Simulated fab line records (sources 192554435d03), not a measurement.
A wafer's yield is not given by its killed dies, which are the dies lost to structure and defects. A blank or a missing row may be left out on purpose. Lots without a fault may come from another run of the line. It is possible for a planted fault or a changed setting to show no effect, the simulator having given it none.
fab line records + flow n5Finfet
record
- lots=10
- wafers=30
- lastDay=20
route steps=1938 shown BEOL_M15@1811
lots that met no fault: taken from a fault-free run of the same line
startH: hours from the record's first day to the start of the lot's first wafer shown + waitH: hours since the lot's step before + " unchanged from the row above + L1.1+2: a single row standing in for several wafers + - either no value or no given start + * or withheld: withheld + < > ~ a bound
route shown NAME@n: a module of which the file shows steps, and the number in the route of the first + usual: average and standard deviation across the fault-free wafers + same: alike in all rows + chamber/n: place in a boat + sites: readings site by site + _std_site: the standard deviation of these + _edge_site: the outer-site mean with the inner-site mean subtracted + radiusMm: how far each site lies from the wafer's centre + mask NAME#n: copy n + behind: the last tool/chamber to shape the wafer + hold: what put the lot on hold/how long, in hours/how the hold closed + device: whichever transistor did not switch (one of n, p or np) + end of line: the same wafers' tests at the end of the route + a step with no rows: only its recipe + killed: dies that structure and defects cost at the first sort, which is not the same as the wafer's yield + map: a wafer's dies, x killed, . not, _ none there
set.NAME: the setting the step ran with; set.NAME@STEP: the setting that earlier step ran with + model.NAME: the simulator's own value behind a step, which no gauge read
the route's steps for a sample of lots (tables are steps, rows are wafers)
services: when a tool's chamber went out of use (startH, in hours from the record's first day, below 0 if earlier), for how many hours, and the reason
## steps
# step N5_BEOL_M15_STRIP_36
# recipe
- chemistry=O2
- powerW=600
- tempC=60
- pressureMtorr=30
- rfFrequencyHz=6e+07
- biasPowerW=0
- overashFraction=0.3
- o2FlowSccm=225
# usual
- drypumpMotorCurrentA=5.8/0.55
- oesProductAu=0.79/0.078
- rfVppV=3.7/0.98
- showerheadPlenumPTorr=2.09/0.067
- tempC=59.99/0.096
- throttleValvePct=16.78/0.18
| lot.wafer | tool       | chamber | startH | waitH | drypumpMotorCurrentA | oesProductAu | rfHoursCounterH | rfVppV | showerheadPlenumPTorr | tempC | throttleValvePct |
|-----------|------------|---------|--------|-------|----------------------|--------------|-----------------|--------|-----------------------|-------|------------------|
| L757.2    | rieDiel-06 | 3       | 322.90 | 0.8   | 5.2                  | 0.77         | 96              | 3.7    | 2.12                  | 60.12 | 16.99            |
| L757.4    | "          | 1       | "      | "     | 5.2                  | 0.91         | 24              | 4.5    | 2.14                  | 59.87 | 16.50            |
| L757.6    | "          | 0       | "      | "     | 6.4                  | 0.92         | -               | 3.8    | 2.15                  | 59.92 | 16.65            |
| L758.1    | rieDiel-03 | 0       | 329.55 | 1.6   | 5.6                  | 0.69         | 235             | 4.4    | 2.07                  | 60.02 | 17.06            |
| L758.4    | "          | 2       | "      | "     | 5.0                  | 0.72         | 185             | 2.9    | 2.17                  | 59.98 | 16.80            |
| L758.6    | "          | 0       | "      | "     | 5.6                  | 0.69         | -               | 3.3    | 2.07                  | 60.03 | 17.05            |
| L762.1    | rieDiel-06 | 1       | 354.12 | 2.2   | 5.2                  | 0.89         | 34              | 2.6    | 2.14                  | 60.20 | 16.50            |
| L762.2    | "          | 2       | "      | "     | 6.4                  | 0.72         | 201             | 2.3    | 1.99                  | 59.99 | 16.83            |
| L762.5    | "          | 3       | "      | "     | 5.2                  | 0.76         | -               | 2.8    | 2.12                  | 59.95 | 17.00            |
| L763.1    | rieDiel-06 | 1       | 359.86 | 3.8   | 5.2                  | 0.88         | 36              | 4.2    | 2.14                  | 59.92 | 16.52            |
| L763.3    | "          | 0       | "      | "     | 6.4                  | 0.89         | 19              | 6.6    | 2.15                  | 59.96 | 16.69            |
| L763.4    | "          | 3       | "      | "     | 5.2                  | 0.77         | 109             | 4.9    | 2.12                  | 60.04 | 17.03            |
| L765.1    | rieDiel-01 | 0       | 359.90 | 1.9   | 6.6                  | 0.76         | 148             | 3.4    | 2.02                  | 59.97 | 17.08            |
| L765.5    | "          | 0       | "      | "     | 6.6                  | 0.76         | -               | 6.1    | 2.02                  | 60.11 | 17.10            |
| L765.6    | "          | 3       | "      | "     | 6.0                  | 0.85         | -               | 4.6    | 2.04                  | 59.96 | 16.77            |
| L774.2    | rieDiel-01 | 0       | 388.34 | 2.9   | 6.7                  | 0.74         | 155             | 3.2    | 2.02                  | 59.71 | 17.10            |
| L774.3    | "          | 1       | "      | "     | 6.3                  | 0.71         | 206             | 2.5    | 2.09                  | 59.93 | 16.83            |
| L774.4    | "          | 3       | "      | "     | 6.0                  | 0.84         | 68              | 4.0    | 2.04                  | 59.89 | 16.80            |
| L771.2    | rieDiel-03 | 3       | 405.43 | 0.4   | 5.4                  | 0.80         | 104             | 3.2    | 2.11                  | 60.05 | 16.77            |
| L771.4    | "          | 2       | "      | "     | 5.0                  | 0.71         | 209             | 3.5    | 2.16                  | 60.06 | 16.85            |
| L771.5    | "          | 0       | "      | "     | 5.6                  | 0.97         | -               | 4.2    | 2.07                  | 60.05 | 16.59            |
| L761.1    | rieDiel-03 | 2       | 444.34 | 0.9   | 5.0                  | 0.70         | 221             | 3.1    | 2.15                  | 60.03 | 16.84            |
| L761.2    | "          | 1       | "      | "     | 6.1                  | 0.69         | 224             | 3.1    | 1.99                  | 60.13 | 16.49            |
| L761.6    | "          | 0       | "      | "     | 5.5                  | 0.92         | -               | 5.2    | 2.06                  | 59.98 | 16.62            |
| L776.1    | rieDiel-06 | 1       | 459.66 | 0.2   | 5.2                  | 0.85         | 65              | 3.1    | 2.13                  | 60.14 | 16.60            |
| L776.2    | "          | 3       | "      | "     | 5.2                  | 0.74         | 137             | 3.4    | 2.11                  | 59.79 | 17.08            |
| L776.6    | "          | 0       | "      | "     | 6.4                  | 0.83         | -               | 2.6    | 2.14                  | 60.03 | 16.78            |
| L777.1    | rieDiel-03 | 1       | 466.42 | 3.7   | 6.1                  | 0.67         | 230             | 2.2    | 1.99                  | 60.18 | 16.47            |
| L777.4    | "          | 3       | "      | "     | 5.3                  | 0.78         | 122             | 3.1    | 2.11                  | 60.03 | 16.80            |
| L777.6    | "          | 0       | "      | "     | 5.6                  | 0.91         | -               | 5.3    | 2.06                  | 60.24 | 16.64            |
# step N5_BEOL_M15_STRIP_37
# recipe
- chemistry=O2
- powerW=600
- tempC=60
- pressureMtorr=30
- rfFrequencyHz=6e+07
- biasPowerW=0
- overashFraction=0.3
- o2FlowSccm=225
# usual
- drypumpMotorCurrentA=5.8/0.55
- oesProductAu=0.79/0.078
- rfVppV=3.5/0.61
- showerheadPlenumPTorr=2.09/0.067
- tempC=59.98/0.11
- throttleValvePct=16.78/0.18
| lot.wafer | tool       | chamber | startH | waitH | drypumpMotorCurrentA | oesProductAu | rfHoursCounterH | rfVppV | showerheadPlenumPTorr | tempC | throttleValvePct |
|-----------|------------|---------|--------|-------|----------------------|--------------|-----------------|--------|-----------------------|-------|------------------|
| L757.2    | rieDiel-06 | 3       | -      | -     | 5.2                  | 0.78         | 96              | 4.1    | 2.12                  | 59.82 | 16.98            |
| L757.4    | "          | 1       | "      | "     | 5.2                  | 0.90         | 24              | 3.6    | 2.14                  | 60.03 | 16.50            |
| L757.6    | "          | 0       | "      | "     | 6.4                  | 0.92         | -               | 3.5    | 2.15                  | 59.93 | 16.69            |
| L758.1    | rieDiel-03 | 0       | -      | -     | 5.5                  | 0.69         | 235             | 4.4    | 2.07                  | 60.06 | 17.05            |
| L758.4    | "          | 2       | "      | "     | 5.0                  | 0.74         | 185             | 3.6    | 2.17                  | 59.85 | 16.78            |
| L758.6    | "          | 0       | "      | "     | 5.5                  | 0.69         | -               | 4.2    | 2.07                  | 59.99 | 17.04            |
| L762.1    | rieDiel-06 | 1       | -      | -     | 5.2                  | 0.89         | 34              | 4.3    | 2.14                  | 60.00 | 16.51            |
| L762.2    | "          | 2       | "      | "     | 6.4                  | 0.72         | 201             | 3.9    | 1.99                  | 60.06 | 16.80            |
| L762.5    | "          | 3       | "      | "     | 5.2                  | 0.76         | -               | 2.8    | 2.12                  | 60.14 | 17.01            |
| L763.1    | rieDiel-06 | 1       | -      | -     | 5.2                  | 0.88         | 36              | 3.9    | 2.14                  | 59.86 | 16.53            |
| L763.3    | "          | 0       | "      | "     | 6.4                  | 0.90         | 19              | 2.2    | 2.15                  | 60.05 | 16.69            |
| L763.4    | "          | 3       | "      | "     | 5.2                  | 0.76         | 109             | 2.6    | 2.12                  | 59.94 | 17.02            |
| L765.1    | rieDiel-01 | 0       | -      | -     | 6.6                  | 0.75         | 148             | 3.3    | 2.02                  | 59.75 | 17.12            |
| L765.5    | "          | 0       | "      | "     | 6.7                  | 0.75         | -               | 2.6    | 2.02                  | 59.91 | 17.09            |
| L765.6    | "          | 3       | "      | "     | 6.0                  | 0.84         | -               | 2.9    | 2.04                  | 60.03 | 16.77            |
| L774.2    | rieDiel-01 | 0       | -      | -     | 6.6                  | 0.75         | 155             | 2.9    | 2.02                  | 59.85 | 17.13            |
| L774.3    | "          | 1       | "      | "     | 6.3                  | 0.71         | 206             | 3.6    | 2.09                  | 59.97 | 16.84            |
| L774.4    | "          | 3       | "      | "     | 6.0                  | 0.83         | 68              | 2.6    | 2.04                  | 60.07 | 16.78            |
| L771.2    | rieDiel-03 | 3       | -      | -     | 5.3                  | 0.80         | 104             | 2.6    | 2.11                  | 59.89 | 16.81            |
| L771.4    | "          | 2       | "      | "     | 5.0                  | 0.71         | 209             | 4.2    | 2.16                  | 59.95 | 16.84            |
| L771.5    | "          | 0       | "      | "     | 5.6                  | 0.97         | -               | 3.7    | 2.07                  | 60.10 | 16.59            |
| L761.1    | rieDiel-03 | 2       | -      | -     | 5.0                  | 0.70         | 221             | 3.3    | 2.15                  | 59.89 | 16.82            |
| L761.2    | "          | 1       | "      | "     | 6.1                  | 0.69         | 224             | 3.7    | 1.99                  | 60.04 | 16.47            |
| L761.6    | "          | 0       | "      | "     | 5.6                  | 0.93         | -               | 3.1    | 2.06                  | 59.95 | 16.62            |
| L776.1    | rieDiel-06 | 1       | -      | -     | 5.2                  | 0.85         | 65              | 3.9    | 2.13                  | 59.96 | 16.58            |
| L776.2    | "          | 3       | "      | "     | 5.2                  | 0.75         | 137             | 4.4    | 2.11                  | 60.16 | 17.08            |
| L776.6    | "          | 0       | "      | "     | 6.4                  | 0.85         | -               | 4.0    | 2.14                  | 60.05 | 16.76            |
| L777.1    | rieDiel-03 | 1       | -      | -     | 6.1                  | 0.69         | 230             | 3.1    | 1.99                  | 60.05 | 16.52            |
| L777.4    | "          | 3       | "      | "     | 5.4                  | 0.81         | 122             | 4.7    | 2.11                  | 59.97 | 16.82            |
| L777.6    | "          | 0       | "      | "     | 5.6                  | 0.92         | -               | 3.3    | 2.06                  | 59.91 | 16.63            |
# step N5_BEOL_M15_SPUTTER_44
# recipe
- material=Ta
- targetThkA=150
- tempC=50
- biasV=80
- powerW=15000
- chamberPressurePa=0.07
- timeS=24.19
# usual
- biasV=80.1/0.76
- cathodeDcPowerW=15000/2.9
- chamberPressurePa=0.07001/0.00013
- throttleValvePct=29.8/1.1
| lot.wafer | tool          | chamber | startH | waitH | biasV | cathodeDcPowerW | chamberPressurePa | throttleValvePct |
|-----------|---------------|---------|--------|-------|-------|-----------------|-------------------|------------------|
| L757.2    | pvdSputter-01 | -       | 323.51 | 0.0   | 79.5  | 14997           | 0.07              | 30.6             |
| L757.4    | "             | -       | "      | "     | 80.5  | 15000           | 0.07004           | 28.9             |
| L757.6    | "             | -       | "      | "     | 80.9  | 15001           | 0.07025           | 30.4             |
| L758.1    | pvdSputter-02 | -       | 330.69 | 0.0   | 80.6  | 15005           | 0.07              | 30.0             |
| L758.4    | "             | -       | "      | "     | 78.5  | 14999           | 0.07004           | 27.4             |
| L758.6    | "             | -       | "      | "     | 79.2  | 15003           | 0.07001           | 30.6             |
| L762.1    | pvdSputter-02 | -       | 354.93 | 0.0   | 80.4  | 15000           | 0.06992           | 30.8             |
| L762.2    | "             | -       | "      | "     | 80.3  | 15003           | 0.06999           | 30.4             |
| L762.5    | "             | -       | "      | "     | 80.8  | 14999           | 0.06991           | 29.9             |
| L763.1    | pvdSputter-01 | -       | 360.64 | 0.0   | 79.4  | 14999           | 0.07004           | 29.8             |
| L763.3    | "             | -       | "      | "     | 81.0  | 14998           | 0.06974           | 28.9             |
| L763.4    | "             | -       | "      | "     | 80.0  | 15001           | 0.07009           | 30.2             |
| L765.1    | pvdSputter-03 | -       | 360.71 | 0.0   | 79.3  | 15004           | 0.06981           | 30.6             |
| L765.5    | "             | -       | "      | "     | 78.5  | 15002           | 0.07015           | 29.7             |
| L765.6    | "             | -       | "      | "     | 78.6  | 14999           | 0.07014           | 30.7             |
| L774.2    | pvdSputter-02 | -       | 389.15 | 0.0   | 81.0  | 13862           | 0.07004           | 30.0             |
| L774.3    | "             | -       | "      | "     | 79.7  | 13861           | 0.0702            | 27.4             |
| L774.4    | "             | -       | "      | "     | 80.9  | 13868           | 0.06975           | 30.3             |
| L771.2    | pvdSputter-02 | -       | 406.08 | 0.0   | 80.1  | 13863           | 0.0699            | 30.9             |
| L771.4    | "             | -       | "      | "     | 80.9  | 13865           | 0.07002           | 30.2             |
| L771.5    | "             | -       | "      | "     | 79.4  | 13862           | 0.06992           | 26.8             |
| L761.1    | pvdSputter-03 | -       | 445.05 | 0.0   | 79.7  | 14996           | 0.06992           | 28.6             |
| L761.2    | "             | -       | "      | "     | 79.6  | 15003           | 0.06989           | 30.7             |
| L761.6    | "             | -       | "      | "     | 80.3  | 15000           | 0.07004           | 29.7             |
| L776.1    | pvdSputter-01 | -       | 461.86 | 0.0   | 80.2  | 14999           | 0.0698            | 30.7             |
| L776.2    | "             | -       | "      | "     | 80.4  | 15001           | 0.07014           | 29.5             |
| L776.6    | "             | -       | "      | "     | 80.3  | 15001           | 0.0701            | 30.6             |
| L777.1    | pvdSputter-02 | -       | 467.21 | 0.0   | 81.3  | 14999           | 0.07005           | 30.4             |
| L777.4    | "             | -       | "      | "     | 79.9  | 15002           | 0.07003           | 30.7             |
| L777.6    | "             | -       | "      | "     | 80.1  | 15000           | 0.07009           | 30.9             |
# step N5_BEOL_M15_INSPECT_55
# recipe
- inspectInstrument=darkfield
- mode=postDep
# usual
- rawDefectCount=77/27
| lot.wafer | tool             | chamber | startH | waitH | rawDefectCount |
|-----------|------------------|---------|--------|-------|----------------|
| L757.2    | defectInspect-02 | -       | 324.98 | 0.0   | 115            |
| L757.4    | "                | -       | "      | "     | 89             |
| L757.6    | "                | -       | "      | "     | 90             |
| L758.1    | defectInspect-01 | -       | 332.05 | 0.0   | 106            |
| L758.4    | "                | -       | "      | "     | 115            |
| L758.6    | "                | -       | "      | "     | 57             |
| L762.1    | defectInspect-02 | -       | 356.11 | 0.0   | 157            |
| L762.2    | "                | -       | "      | "     | 75             |
| L762.5    | "                | -       | "      | "     | 140            |
| L763.1    | defectInspect-01 | -       | 361.82 | 0.0   | 56             |
| L763.3    | "                | -       | "      | "     | 52             |
| L763.4    | "                | -       | "      | "     | 73             |
| L765.1    | defectInspect-02 | -       | 361.93 | 0.0   | 56             |
| L765.5    | "                | -       | "      | "     | 47             |
| L765.6    | "                | -       | "      | "     | 59             |
| L774.2    | defectInspect-01 | -       | 390.37 | 0.0   | 141            |
| L774.3    | "                | -       | "      | "     | 111            |
| L774.4    | "                | -       | "      | "     | 88             |
| L771.2    | defectInspect-02 | -       | 407.48 | 0.1   | 149            |
| L771.4    | "                | -       | "      | "     | 76             |
| L771.5    | "                | -       | "      | "     | 98             |
| L761.1    | defectInspect-02 | -       | 446.32 | 0.0   | 61             |
| L761.2    | "                | -       | "      | "     | 85             |
| L761.6    | "                | -       | "      | "     | 96             |
| L776.1    | defectInspect-02 | -       | 463.08 | 0.0   | 59             |
| L776.2    | "                | -       | "      | "     | 82             |
| L776.6    | "                | -       | "      | "     | 108            |
| L777.1    | defectInspect-01 | -       | 468.40 | 0.0   | 64             |
| L777.4    | "                | -       | "      | "     | 55             |
| L777.6    | "                | -       | "      | "     | 81             |
## services
| tool          | chamber | startH | hours | kind                        |
|---------------|---------|--------|-------|-----------------------------|
| rieDiel-03    | 0       | 385.10 | -     | clean                       |
| rieDiel-03    | 0       | 385.10 | -     | consumableReplace:focusRing |
| rieDiel-03    | 0       | 385.10 | 14.8  | scheduledDown               |
| rieDiel-03    | 0       | 385.10 | 14.8  | ventCycle                   |
| rieDiel-03    | -       | 403.77 | 0.4   | repair                      |
| pvdSputter-03 | -       | 415.65 | 1.7   | repair                      |
| rieDiel-06    | 1       | 422.60 | 4.8   | repair                      |
| rieDiel-06    | 3       | 441.09 | 5.5   | repair                      |
| pvdSputter-02 | -       | 455.79 | 2.5   | repair                      |
## key
firstSign
- step=N5_BEOL_M15_SPUTTER_44
- reading=cathodeDcPowerW
- direction=down
- sigmas=99+
- usual=*
- struck=*
effect none on later readings
metAt N5_BEOL_M15_SPUTTER_44
struckLots L771,L774
notActingAt N5_BEOL_M15_STRIP_36,N5_BEOL_M15_STRIP_37,N5_BEOL_M15_INSPECT_55
onsetBetween 354.93 389.15
fault
- kind=processParameterDrift
- tool=pvdSputter-02
- chamber=-
- onsetH=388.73
- steps=N5_BEOL_M15_SPUTTER_44
- channel=powerW
- offset=*
- shape=step
- endH=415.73
- actsIn=*
- stated=*
